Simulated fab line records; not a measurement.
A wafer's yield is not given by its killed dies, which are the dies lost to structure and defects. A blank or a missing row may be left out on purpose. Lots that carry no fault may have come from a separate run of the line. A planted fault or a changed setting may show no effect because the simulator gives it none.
Chamber matching | flow n5 finfet | N5_BEOL_M11_DESCUM_33 on rie diel-04 has 4 sister chambers
The step chemistry O2, time 7.9 s. 18 wafers are shown with their chamber, then 9 later ones without.

## WAFERS WITH THEIR CHAMBER
wafer  | chamber | drypump motor current A (A) | throttle valve pct (%) | oes product au (a.u.)
L075.2 | 3       | 5.3                         | 20.76                  | 0.73
L075.3 | 0       | 6.1                         | 20.05                  | 0.83
L075.5 | 0       | 6.0                         | 20.05                  | 0.83
L077.1 | 1       | 6.3                         | 20.37                  | 0.72
L077.2 | 3       | 5.3                         | 20.78                  | 0.72
L077.5 | 1       | 6.3                         | 20.38                  | 0.72
L082.1 | 2       | 6.4                         | 20.31                  | 0.95
L082.5 | 0       | 6.1                         | 20.05                  | 0.82
L082.6 | 3       | 5.4                         | 20.79                  | 0.72
L083.1 | 3       | 5.3                         | 20.79                  | 0.71
L083.3 | 1       | 6.3                         | 20.39                  | 0.71
L083.4 | 2       | 6.4                         | 20.32                  | 0.95
L090.2 | 3       | 5.3                         | 20.79                  | 0.72
L090.4 | 2       | 6.4                         | 20.32                  | 0.93
L090.6 | 2       | 6.4                         | 20.34                  | 0.93
L087.1 | 1       | 6.3                         | 20.41                  | 0.70
L087.4 | 0       | 6.1                         | 20.08                  | 0.81
L087.5 | 0       | 6.0                         | 20.09                  | 0.81

SIGNATURES (means of the wafers above)
reading                 | chamber 0 | chamber 1 | chamber 2 | chamber 3 | scatter within a chamber
drypump motor current A | 6.060     | 6.300     | 6.400     | 5.320     | 0.0378
throttle valve pct      | 20.0640   | 20.3875   | 20.3225   | 20.7820   | 0.0159
oes product au          | 0.8200    | 0.7125    | 0.9400    | 0.7200    | 0.00954
Rule: for each reading, subtract the chamber's mean from the wafer's reading, divide by that reading's scatter and square the result; add these up over the readings and take the root, which gives the wafer's distance from the chamber. The wafer belongs to the nearest chamber; if the next one is less than 2 further off, it can't be placed. The scatter is the square root of a quotient: the sum, over the shown wafers, of each reading's squared deviation from its chamber's mean, divided by wafers minus chambers.

## WAFERS WHOSE CHAMBER IS MISSING
wafer  | drypump motor current A (A) | throttle valve pct (%) | oes product au (a.u.)
L089.1 | 6.1                         | 20.10                  | 0.81
L089.3 | 6.3                         | 20.41                  | 0.71
L089.5 | 6.1                         | 20.07                  | 0.81
L092.4 | 6.3                         | 20.41                  | 0.72
L092.5 | 5.3                         | 20.81                  | 0.71
L092.6 | 6.1                         | 20.08                  | 0.80
L094.2 | 6.3                         | 20.42                  | 0.71
L094.4 | 5.3                         | 20.83                  | 0.70
L094.6 | 6.3                         | 20.42                  | 0.70

## WHICH CHAMBER EACH ONE RAN IN
wafer  | from the rows above | in truth
L089.1 | 0                   | 0
L089.3 | 1                   | 1
L089.5 | 0                   | 0
L092.4 | 1                   | 1
L092.5 | 3                   | 3
L092.6 | 0                   | 0
L094.2 | 1                   | 1
L094.4 | 3                   | 3
L094.6 | 1                   | 1
Correctly placed: 9 of 9. From these rows, 0 cannot be placed. Number placed wrongly: 0.
